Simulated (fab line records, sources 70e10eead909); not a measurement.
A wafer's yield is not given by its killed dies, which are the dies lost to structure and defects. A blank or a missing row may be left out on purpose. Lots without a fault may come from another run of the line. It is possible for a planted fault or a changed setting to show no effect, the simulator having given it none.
Commonality check across tools ; flow nandHarc ; Lots sampled 2, wafers sampled 6

== REASON IT WAS OPENED ==
Flagged at NHARC_END_SORT_01: reading killedAtArray, on 2 of 2 lots. Wafers without a fault read 54, standard deviation 16.
Rule: a lot gets a flag if all its wafers with a number sit over 4 standard deviations from that mean, or if no wafer of it has a number. All remaining lots are regarded as sound.

lot;measured;on;killedAtArray, wafer by wafer;flag
L498;day 31 21:56;prober-01;673 673 671;FLAGGED
L499;day 33 06:49;prober-02;670 674 673;FLAGGED
Average over the flagged lots: 672; offset from the usual +618, equal to +39 standard deviations.

== TOOL THAT RAN EACH LOT ==
4 process steps preceding the reading are held in the record, out of 1302 steps in the route. Cell contents, in order: the tool; ch with the chambers the sampled wafers went through; the start.
lot;flag;NHARC_A_CHANNEL_HOLE_D1_ETCH_24;NHARC_A_CHANNEL_FILL_D1_ALD_14;NHARC_A_CHANNEL_FILL_D1_STRIP_28;NHARC_A_ONON_D2_DEP_06
L498;FLAGGED;harEtch-01 ch 0,1, day 16 07:20;aldHk-04 ch 0,1,3, day 16 19:29;rieDiel-11 ch 1,2,3, day 17 13:50;pecvdOnon-04, day 20 01:13
L499;FLAGGED;harEtch-01 ch 0,1, day 17 08:05;aldHk-04 ch 1,2,3, day 17 18:38;rieDiel-04 ch 0,1,3, day 18 11:55;pecvdOnon-03, day 20 21:21
What the steps here do:
- NHARC_A_CHANNEL_HOLE_D1_ETCH_24: etches the open film in C4F8/O2/Ar, time 906.2 s, target depth 1500 nm.
- NHARC_A_CHANNEL_FILL_D1_ALD_14: deposits SiO2, target thk 2.5 nm, pulse time 10 s, ald cycles 25.
- NHARC_A_CHANNEL_FILL_D1_STRIP_28: strips in O2, time 20 s.
- NHARC_A_ONON_D2_DEP_06: target thk 1000 nm.
- NHARC_END_SORT_01

== FLAGGED OVER TOTAL, TOOL BY TOOL (the gauges that took the reading come last) ==
step;tool;lots run;flagged;share of the flagged lots;sound lots run after its first flagged lot
NHARC_A_CHANNEL_HOLE_D1_ETCH_24;harEtch-01;2;2;all;0
NHARC_A_CHANNEL_FILL_D1_ALD_14;aldHk-04;2;2;all;0
NHARC_A_CHANNEL_FILL_D1_STRIP_28;rieDiel-04;1;1;some;0
NHARC_A_CHANNEL_FILL_D1_STRIP_28;rieDiel-11;1;1;some;0
NHARC_A_ONON_D2_DEP_06;pecvdOnon-03;1;1;some;0
NHARC_A_ONON_D2_DEP_06;pecvdOnon-04;1;1;some;0
NHARC_END_SORT_01;prober-01;1;1;some;0
NHARC_END_SORT_01;prober-02;1;1;some;0

== WHAT THE TABLE PERMITS ==
2 rows of the table ran every flagged lot: harEtch-01 at NHARC_A_CHANNEL_HOLE_D1_ETCH_24, aldHk-04 at NHARC_A_CHANNEL_FILL_D1_ALD_14.
- harEtch-01 at NHARC_A_CHANNEL_HOLE_D1_ETCH_24: 2 of its 2 lots flagged. Because this sample shows no sound lot run on it before its first flagged lot, the start cannot be pinned down more closely.
- aldHk-04 at NHARC_A_CHANNEL_FILL_D1_ALD_14: 2 of its 2 lots flagged. Because this sample shows no sound lot run on it before its first flagged lot, the start cannot be pinned down more closely.
A lot count leaves these 2 tools indistinguishable: every one of them fits a fault beginning at some hour. More lots, or a look at what each step does to the wafer, might.

== WHAT THE SIMULATOR HAD INSERTED ==
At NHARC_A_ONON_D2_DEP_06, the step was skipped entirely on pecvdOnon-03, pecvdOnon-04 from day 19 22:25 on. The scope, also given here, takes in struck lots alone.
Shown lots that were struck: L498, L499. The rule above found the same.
